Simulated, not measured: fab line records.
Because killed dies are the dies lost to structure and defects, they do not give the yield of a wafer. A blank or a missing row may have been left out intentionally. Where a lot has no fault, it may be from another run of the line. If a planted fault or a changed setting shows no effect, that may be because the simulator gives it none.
fab line records ; flow n5Finfet ; part 1 of 2: steps 1 to 3 of 6
record lots=20; wafers=60; lastDay=18
route steps=1938 shown BEOL_M5@1129
lots that met no fault: taken from a fault-free run of the same line
startH: hours from the record's first day to the start of the lot's first wafer shown ; waitH: time in hours since the lot's previous step ; " same as the row above ; L1.1+2: a single row standing in for several wafers ; - no value present, or no start provided ; * or withheld: withheld ; < > ~ a bound
route shown NAME@n: a module of which the file shows steps, and the number in the route of the first ; usual: mean and standard deviation over wafers with no fault ; same: alike in all rows ; chamber/n: place in a boat ; sites: readings site by site ; _std_site: the values' standard deviation ; _edge_site: the outer-site mean with the inner-site mean subtracted ; radiusMm: for every site, how far away it sits from the centre of the wafer ; mask NAME#n: copy n ; behind: tool/chamber where the wafer was last shaped ; hold: why the lot went on hold/how many hours it stayed there/how the hold came to an end ; device: names the non-switching transistor (n, p or np) ; end of line: the same wafers' tests at the end of the route ; step lacking rows: just its recipe ; killed: the dies lost at the first sort to structure and to defects; this is not the yield of the wafer ; map: shows each die of a wafer: x if killed, . if not, _ if none is there
set.NAME: the setting as run; set.NAME@STEP: as run at that earlier step ; model.NAME: the simulator's own value behind a step, which no gauge read
a sample of lots followed through the steps of the route, with each step as a table and each wafer as a row
services: the hour from which a tool's chamber was out of use, counted from the record's first day as startH (under 0 if before that day), plus the number of hours and why
## steps
# step N5_BEOL_M5_DESCUM_16
# recipe chemistry=O2; timeS=7; sourcePowerW=50; biasPowerW=20; pressureMtorr=20; rfFrequencyHz=2.712e+07; tempC=40; resist=CAR-EUV; o2FlowSccm=225
# usual drypumpMotorCurrentA=5.7/0.3; oesProductAu=0.77/0.089; rfVppV=243.4/1.1; showerheadPlenumPTorr=2.11/0.047; throttleValvePct=20.42/0.24
lot.wafer;tool;chamber;startH;waitH;drypumpMotorCurrentA;oesProductAu;rfHoursCounterH;rfVppV;showerheadPlenumPTorr;throttleValvePct
L074.2;rieDiel-06;2;175.80;0.8;5.6;0.72;188;242.7;2.09;20.59
L074.3;rieDiel-06;3;175.80;0.8;5.3;0.85;73;241.6;2.03;20.40
L074.4;rieDiel-06;0;175.80;0.8;5.9;0.73;172;245.2;2.15;20.29
L077.2;rieDiel-05;1;182.87;0.0;5.3;0.81;87;243.6;2.12;20.23
L077.4;rieDiel-05;0;182.87;0.0;6.0;0.76;167;244.2;2.18;20.29
L077.5;rieDiel-05;0;182.87;0.0;6.0;0.76;-;246.6;2.18;20.30
L076.2;rieDiel-06;2;183.10;0.0;5.6;0.72;190;242.3;2.09;20.58
L076.3;rieDiel-06;3;183.10;0.0;5.3;0.84;76;243.0;2.03;20.39
L076.5;rieDiel-06;2;183.10;0.0;5.6;0.72;-;242.4;2.09;20.59
L079.2;rieDiel-05;3;205.85;0.3;5.5;0.69;224;243.4;2.07;20.69
L079.4;rieDiel-05;2;205.85;0.3;5.6;0.84;60;243.2;2.11;20.30
L079.6;rieDiel-05;2;205.85;0.3;5.6;0.83;-;245.4;2.11;20.30
L081.3;rieDiel-06;3;212.75;0.0;5.4;0.82;88;243.8;2.03;20.42
L081.5;rieDiel-06;1;212.75;0.0;5.3;0.95;-;242.9;2.14;20.02
L081.6;rieDiel-06;2;212.75;0.0;5.5;0.70;-;243.3;2.08;20.60
L082.1;rieDiel-05;0;218.67;0.4;6.1;0.75;178;244.2;2.18;20.30
L082.2;rieDiel-05;1;218.67;0.4;5.3;0.80;99;242.2;2.11;20.25
L082.3;rieDiel-05;2;218.67;0.4;5.6;0.84;63;242.7;2.11;20.31
L080.4;rieDiel-01;2;222.52;0.0;5.3;0.67;245;242.6;2.07;20.43
L080.5;rieDiel-01;0;222.52;0.0;6.1;0.85;-;244.5;2.16;20.55
L080.6;rieDiel-01;1;222.52;0.0;6.0;0.68;-;244.0;2.17;20.98
L086.1;rieDiel-06;2;240.03;0.0;5.6;0.69;209;242.8;2.08;20.62
L086.2;rieDiel-06;3;240.03;0.0;5.3;0.82;97;241.9;2.02;20.43
L086.4;rieDiel-06;0;240.03;0.0;5.8;0.71;194;244.2;2.14;20.33
L084.3;rieDiel-01;2;244.07;0.3;5.3;0.65;252;242.0;2.07;20.44
L084.4;rieDiel-01;0;244.07;0.3;6.1;0.85;-;243.0;2.15;20.55
L084.6;rieDiel-01;2;244.07;0.3;5.3;0.66;-;241.3;2.07;20.45
L085.2;rieDiel-01;2;244.33;0.4;5.3;0.66;252;242.1;2.07;20.44
L085.4;rieDiel-01;0;244.33;0.4;6.1;0.86;-;243.6;2.15;20.56
L085.6;rieDiel-01;2;244.33;0.4;5.3;0.67;-;242.6;2.07;20.45
L088.2;rieDiel-01;2;252.43;0.0;5.3;0.66;256;242.0;2.07;20.45
L088.3;rieDiel-01;3;252.43;0.0;5.7;0.72;223;245.2;2.13;20.09
L088.6;rieDiel-01;2;252.43;0.0;5.3;0.66;-;243.6;2.07;20.46
L089.1;rieDiel-06;0;264.12;0.0;5.8;0.71;201;244.5;2.14;20.35
L089.2;rieDiel-06;2;264.12;0.0;5.6;0.70;217;243.7;2.08;20.63
L089.3;rieDiel-06;3;264.12;0.0;5.3;0.81;105;241.7;2.02;20.43
L090.1;rieDiel-01;0;266.57;0.0;6.1;0.84;45;244.1;2.15;20.59
L090.2;rieDiel-01;1;266.57;0.0;6.0;0.96;4;245.0;2.17;20.62
L090.3;rieDiel-01;3;266.57;0.0;5.8;0.72;229;244.2;2.13;20.11
L092.4;rieDiel-01;1;274.14;0.0;6.0;0.95;-;242.8;2.17;20.65
L092.5;rieDiel-01;3;274.14;0.0;5.8;0.72;-;244.5;2.13;20.10
L092.6;rieDiel-01;0;274.14;0.0;6.1;0.84;-;244.5;2.15;20.57
L091.1;rieDiel-01;3;288.67;0.1;5.7;0.72;236;243.7;2.13;20.13
L091.2;rieDiel-01;0;288.67;0.1;6.1;0.82;53;241.8;2.15;20.57
L091.6;rieDiel-01;2;288.67;0.1;5.3;0.97;-;242.2;2.07;20.22
L093.1;rieDiel-06;2;289.73;0.3;5.6;0.69;223;242.6;2.08;20.65
L093.5;rieDiel-06;3;289.73;0.3;5.3;0.78;-;242.1;2.02;20.46
L093.6;rieDiel-06;2;289.73;0.3;5.6;0.68;-;242.7;2.08;20.62
L094.3;rieDiel-05;0;292.33;0.3;6.0;0.73;198;243.5;2.17;20.33
L094.4;rieDiel-05;1;292.33;0.3;5.2;0.77;120;244.9;2.10;20.27
L094.6;rieDiel-05;0;292.33;0.3;6.0;0.73;-;244.1;2.17;20.35
L095.2;rieDiel-06;2;303.29;0.0;5.5;0.68;228;241.5;2.07;20.65
L095.3;rieDiel-06;0;303.29;0.0;5.8;0.69;211;245.1;2.13;20.35
L095.6;rieDiel-06;0;303.29;0.0;5.9;0.69;-;244.7;2.13;20.35
L096.1;rieDiel-06;1;306.42;0.0;5.3;0.89;33;243.6;2.13;20.05
L096.4;rieDiel-06;2;306.42;0.0;5.6;0.69;228;242.9;2.07;20.66
L096.6;rieDiel-06;3;306.42;0.0;5.3;0.80;-;241.3;2.02;20.47
L097.1;rieDiel-01;2;325.07;0.2;5.3;0.93;17;241.7;2.06;20.24
L097.2;rieDiel-01;0;325.07;0.2;6.1;0.80;66;243.7;2.14;20.61
L097.4;rieDiel-01;1;325.07;0.2;6.0;0.89;25;243.9;2.16;20.66
# step N5_BEOL_M5_DESCUM_33
# recipe chemistry=O2; timeS=7; sourcePowerW=50; biasPowerW=20; pressureMtorr=20; rfFrequencyHz=2.712e+07; tempC=40; resist=CAR-EUV; o2FlowSccm=225
# usual drypumpMotorCurrentA=5.61/0.3; oesProductAu=0.77/0.086; rfVppV=243.4/1.1; showerheadPlenumPTorr=2.11/0.043; throttleValvePct=20.39/0.23
lot.wafer;tool;chamber;startH;waitH;drypumpMotorCurrentA;oesProductAu;rfHoursCounterH;rfVppV;showerheadPlenumPTorr;throttleValvePct
L074.2;rieDiel-06;3;177.87;1.0;5.27;0.84;75;241.5;2.03;20.40
L074.3;rieDiel-06;0;177.87;1.0;5.86;0.72;173;243.6;2.14;20.30
L074.4;rieDiel-06;0;177.87;1.0;5.85;0.72;-;245.5;2.14;20.30
L076.2;rieDiel-01;1;184.48;0.0;5.96;0.69;231;245.0;2.18;20.97
L076.3;rieDiel-01;3;184.48;0.0;5.75;0.75;198;243.7;2.14;20.06
L076.5;rieDiel-01;2;184.48;0.0;5.27;0.68;-;242.0;2.08;20.42
L077.2;rieDiel-01;1;184.86;0.2;5.95;0.70;231;244.7;2.18;20.99
L077.4;rieDiel-01;2;184.86;0.2;5.25;0.67;231;244.9;2.08;20.42
L077.5;rieDiel-01;0;184.86;0.2;6.10;0.89;-;242.7;2.16;20.52
L079.2;rieDiel-05;0;207.80;0.6;6.07;0.75;175;242.5;2.18;20.31
L079.4;rieDiel-05;2;207.80;0.6;5.56;0.83;61;242.8;2.11;20.30
L079.6;rieDiel-05;0;207.80;0.6;6.06;0.75;-;243.7;2.18;20.30
L081.3;rieDiel-06;3;213.95;0.0;5.30;0.82;89;241.6;2.03;20.43
L081.5;rieDiel-06;2;213.95;0.0;5.57;0.70;-;243.3;2.08;20.61
L081.6;rieDiel-06;1;213.95;0.0;5.27;0.95;-;244.2;2.14;20.02
L082.1;rieDiel-01;3;221.90;0.1;5.76;0.73;211;243.6;2.14;20.09
L082.2;rieDiel-01;0;221.90;0.1;6.12;0.86;28;243.5;2.16;20.55
L082.3;rieDiel-01;1;221.90;0.1;5.96;0.68;245;244.5;2.17;20.98
L080.4;rieDiel-01;1;225.24;0.1;5.93;0.68;246;244.0;2.17;20.98
L080.5;rieDiel-01;3;225.24;0.1;5.80;0.73;-;243.6;2.14;20.08
L080.6;rieDiel-01;2;225.24;0.1;5.26;0.67;-;241.8;2.07;20.44
L086.1;rieDiel-06;2;242.80;0.0;5.56;0.70;210;242.9;2.08;20.60
L086.2;rieDiel-06;0;242.80;0.0;5.85;0.72;195;244.1;2.14;20.33
L086.4;rieDiel-06;3;242.80;0.0;5.28;0.81;98;241.4;2.02;20.45
L084.3;rieDiel-01;2;245.48;0.3;5.26;0.67;253;243.3;2.07;20.45
L084.4;rieDiel-01;0;245.48;0.3;6.08;0.85;-;244.2;2.15;20.56
L084.6;rieDiel-01;2;245.48;0.3;5.27;0.66;-;243.2;2.07;20.44
L085.2;rieDiel-06;3;245.74;0.1;5.31;0.82;100;240.6;2.02;20.43
L085.4;rieDiel-06;2;245.74;0.1;5.56;0.69;211;242.0;2.08;20.61
L085.6;rieDiel-06;3;245.74;0.1;5.32;0.82;-;241.5;2.02;20.42
L088.2;rieDiel-06;0;255.03;0.0;5.86;0.70;198;243.9;2.14;20.34
L088.3;rieDiel-06;2;255.03;0.0;5.56;0.70;213;242.5;2.08;20.62
L088.6;rieDiel-06;2;255.03;0.0;5.57;0.69;-;244.0;2.08;20.61
L089.1;rieDiel-05;3;265.37;0.1;5.53;0.67;240;241.9;2.06;20.73
L089.2;rieDiel-05;2;265.37;0.1;5.57;0.81;77;244.3;2.11;20.34
L089.3;rieDiel-05;0;265.37;0.1;6.05;0.74;190;243.8;2.17;20.31
L090.1;rieDiel-01;1;267.92;0.3;5.97;0.97;5;243.8;2.17;20.63
L090.2;rieDiel-01;3;267.92;0.3;5.70;0.72;230;243.0;2.13;20.12
L090.3;rieDiel-01;0;267.92;0.3;6.06;0.84;46;243.5;2.15;20.56
L092.4;rieDiel-05;3;278.61;0.2;5.53;0.67;243;242.6;2.06;20.74
L092.5;rieDiel-05;3;278.61;0.2;5.54;0.67;-;243.6;2.06;20.73
L092.6;rieDiel-05;2;278.61;0.2;5.54;0.80;-;244.5;2.10;20.33
L091.1;rieDiel-06;1;290.30;0.0;5.27;0.91;27;244.8;2.13;20.05
L091.2;rieDiel-06;2;290.30;0.0;5.56;0.68;223;243.4;2.08;20.64
L091.6;rieDiel-06;0;290.30;0.0;5.86;0.69;-;244.0;2.13;20.35
L093.1;rieDiel-01;1;291.65;0.5;5.94;0.94;14;243.1;2.17;20.63
L093.5;rieDiel-01;2;291.65;0.5;5.27;0.96;-;241.9;2.07;20.24
L093.6;rieDiel-01;1;291.65;0.5;5.93;0.92;-;244.5;2.17;20.64
L094.3;rieDiel-06;0;294.45;0.0;5.83;0.70;209;245.3;2.13;20.37
L094.4;rieDiel-06;0;294.45;0.0;5.85;0.70;-;245.0;2.13;20.36
L094.6;rieDiel-06;1;294.45;0.0;5.28;0.90;-;244.7;2.13;20.03
L095.2;rieDiel-05;0;304.26;0.1;6.01;0.72;202;243.1;2.17;20.34
L095.3;rieDiel-05;1;304.26;0.1;5.30;0.76;124;243.0;2.10;20.27
L095.6;rieDiel-05;1;304.26;0.1;5.27;0.77;-;243.4;2.10;20.28
L096.1;rieDiel-05;1;307.95;0.1;5.28;0.77;125;243.9;2.10;20.29
L096.4;rieDiel-05;2;307.95;0.1;5.56;0.79;-;242.5;2.10;20.36
L096.6;rieDiel-05;1;307.95;0.1;5.28;0.77;-;243.0;2.10;20.29
L097.1;rieDiel-06;2;328.15;0.0;5.56;0.67;235;242.6;2.07;20.65
L097.2;rieDiel-06;1;328.15;0.0;5.29;0.86;39;242.6;2.13;20.07
L097.4;rieDiel-06;0;328.15;0.0;5.83;0.69;218;243.8;2.13;20.36
# step N5_BEOL_M5_ETCH_67
# recipe chemistry=CF4; target=SiARC; targetDepthA=156; maskMaterial=CAR-EUV; timeS=26; ionEnergyEv=80; pressureMtorr=40; sourceW=545; biasW=36; Ar_flow_sccm=100; cf4FlowSccm=100; ends=cleared
# usual drypumpMotorCurrentA=5.61/0.3; etchRfOnTimeS=26.1/0.59; oesProductAu=0.66/0.074; rfVppV=184.2/1.1; showerheadPlenumPTorr=2.16/0.047; throttleValvePct=15.61/0.18
lot.wafer;tool;chamber;startH;waitH;drypumpMotorCurrentA;etchRfOnTimeS;oesProductAu;rfHoursCounterH;rfVppV;showerheadPlenumPTorr;throttleValvePct
L074.2;rieDiel-06;3;177.93;0.0;5.34;25.6;0.71;75;182.7;2.09;15.54
L074.3;rieDiel-06;0;177.93;0.0;5.84;27.2;0.61;173;185.4;2.22;15.68
L074.4;rieDiel-06;0;177.93;0.0;5.85;27.4;0.62;-;185.3;2.22;15.68
L076.2;rieDiel-01;1;184.53;0.0;5.92;26.0;0.60;231;186.5;2.20;16.01
L076.3;rieDiel-01;3;184.53;0.0;5.76;25.6;0.64;198;185.4;2.21;15.46
L076.5;rieDiel-01;2;184.53;0.0;5.26;25.8;0.58;-;183.6;2.12;15.64
L077.2;rieDiel-01;1;184.92;0.0;5.94;26.0;0.59;231;184.1;2.20;16.02
L077.4;rieDiel-01;2;184.92;0.0;5.26;25.8;0.58;231;184.6;2.12;15.64
L077.5;rieDiel-01;0;184.92;0.0;6.11;26.1;0.77;-;184.9;2.18;15.49
L079.2;rieDiel-05;0;207.85;0.0;6.01;25.9;0.63;175;184.1;2.23;15.54
L079.4;rieDiel-05;2;207.85;0.0;5.53;26.2;0.71;61;183.8;2.17;15.55
L079.6;rieDiel-05;0;207.85;0.0;6.06;25.7;0.64;-;185.2;2.23;15.55
L081.3;rieDiel-06;3;214.01;0.0;5.31;25.4;0.70;89;181.9;2.08;15.58
L081.5;rieDiel-06;2;214.01;0.0;5.56;26.7;0.60;-;185.7;2.12;15.82
L081.6;rieDiel-06;1;214.01;0.0;5.27;26.6;0.80;-;185.1;2.21;15.30
L082.1;rieDiel-01;3;221.95;0.0;5.74;26.0;0.62;211;183.9;2.21;15.48
L082.2;rieDiel-01;0;221.95;0.0;6.07;26.4;0.74;28;183.8;2.18;15.52
L082.3;rieDiel-01;1;221.95;0.0;5.96;26.5;0.58;245;184.1;2.19;16.04
L080.4;rieDiel-01;1;225.29;0.0;5.94;26.4;0.58;246;186.0;2.19;16.03
L080.5;rieDiel-01;3;225.29;0.0;5.77;26.0;0.64;-;183.8;2.21;15.47
L080.6;rieDiel-01;2;225.29;0.0;5.25;25.6;0.57;-;184.8;2.11;15.67
L086.1;rieDiel-06;2;242.86;0.0;5.54;26.7;0.59;210;183.5;2.12;15.82
L086.2;rieDiel-06;0;242.86;0.0;5.82;27.2;0.60;195;183.5;2.21;15.71
L086.4;rieDiel-06;3;242.86;0.0;5.23;25.2;0.70;98;181.4;2.08;15.59
L084.3;rieDiel-01;2;245.53;0.0;5.27;25.9;0.57;253;183.6;2.11;15.69
L084.4;rieDiel-01;0;245.53;0.0;6.12;26.0;0.73;-;185.5;2.18;15.54
L084.6;rieDiel-01;2;245.53;0.0;5.26;25.9;0.56;-;183.7;2.11;15.70
L085.2;rieDiel-06;3;245.79;0.0;5.31;25.2;0.70;100;182.5;2.08;15.60
L085.4;rieDiel-06;2;245.79;0.0;5.55;26.2;0.60;211;182.9;2.12;15.84
L085.6;rieDiel-06;3;245.79;0.0;5.32;24.7;0.70;-;183.1;2.08;15.59
L088.2;rieDiel-06;0;255.08;0.0;5.83;27.0;0.60;198;182.8;2.21;15.72
L088.3;rieDiel-06;2;255.08;0.0;5.56;26.3;0.60;213;184.1;2.12;15.82
L088.6;rieDiel-06;2;255.08;0.0;5.54;26.3;0.60;-;183.5;2.12;15.83
L089.1;rieDiel-05;3;265.43;0.0;5.54;26.5;0.58;240;183.4;2.11;15.93
L089.2;rieDiel-05;2;265.43;0.0;5.56;25.8;0.70;77;183.2;2.17;15.59
L089.3;rieDiel-05;0;265.43;0.0;5.99;25.8;0.62;190;185.9;2.23;15.59
L090.1;rieDiel-01;1;267.98;0.0;5.94;25.5;0.82;5;185.1;2.19;15.57
L090.2;rieDiel-01;3;267.98;0.0;5.74;26.3;0.61;230;184.3;2.20;15.50
L090.3;rieDiel-01;0;267.98;0.0;6.07;26.7;0.72;46;184.5;2.17;15.56
L092.4;rieDiel-05;3;278.66;0.0;5.54;26.8;0.58;243;184.3;2.11;15.94
L092.5;rieDiel-05;3;278.66;0.0;5.53;26.5;0.58;-;183.3;2.11;15.95
L092.6;rieDiel-05;2;278.66;0.0;5.55;26.0;0.69;-;183.4;2.17;15.59
L091.1;rieDiel-06;1;290.36;0.0;5.27;26.4;0.77;27;185.4;2.20;15.33
L091.2;rieDiel-06;2;290.36;0.0;5.56;26.2;0.59;223;184.8;2.12;15.84
L091.6;rieDiel-06;0;290.36;0.0;5.86;27.0;0.60;-;185.7;2.21;15.74
L093.1;rieDiel-01;1;291.70;0.0;5.95;25.5;0.81;14;185.4;2.18;15.57
L093.5;rieDiel-01;2;291.70;0.0;5.26;26.0;0.83;-;182.6;2.11;15.24
L093.6;rieDiel-01;1;291.70;0.0;5.95;25.6;0.80;-;184.6;2.19;15.58
L094.3;rieDiel-06;0;294.50;0.0;5.84;27.1;0.59;209;183.5;2.21;15.74
L094.4;rieDiel-06;0;294.50;0.0;5.82;27.2;0.59;-;185.9;2.21;15.76
L094.6;rieDiel-06;1;294.50;0.0;5.28;26.6;0.76;-;185.1;2.20;15.32
L095.2;rieDiel-05;0;304.31;0.0;6.05;25.5;0.62;202;185.5;2.22;15.60
L095.3;rieDiel-05;1;304.31;0.0;5.27;25.3;0.67;124;183.5;2.14;15.40
L095.6;rieDiel-05;1;304.31;0.0;5.25;25.2;0.68;-;185.1;2.14;15.41
L096.1;rieDiel-05;1;308.00;0.0;5.27;25.4;0.67;125;184.7;2.14;15.41
L096.4;rieDiel-05;2;308.00;0.0;5.54;25.8;0.69;-;184.0;2.16;15.63
L096.6;rieDiel-05;1;308.00;0.0;5.28;25.4;0.67;-;184.6;2.14;15.41
L097.1;rieDiel-06;2;328.21;0.0;5.54;27.0;0.57;235;183.8;2.11;15.88
L097.2;rieDiel-06;1;328.21;0.0;5.26;26.8;0.74;39;184.0;2.19;15.36
L097.4;rieDiel-06;0;328.21;0.0;5.83;27.7;0.59;218;184.9;2.20;15.77
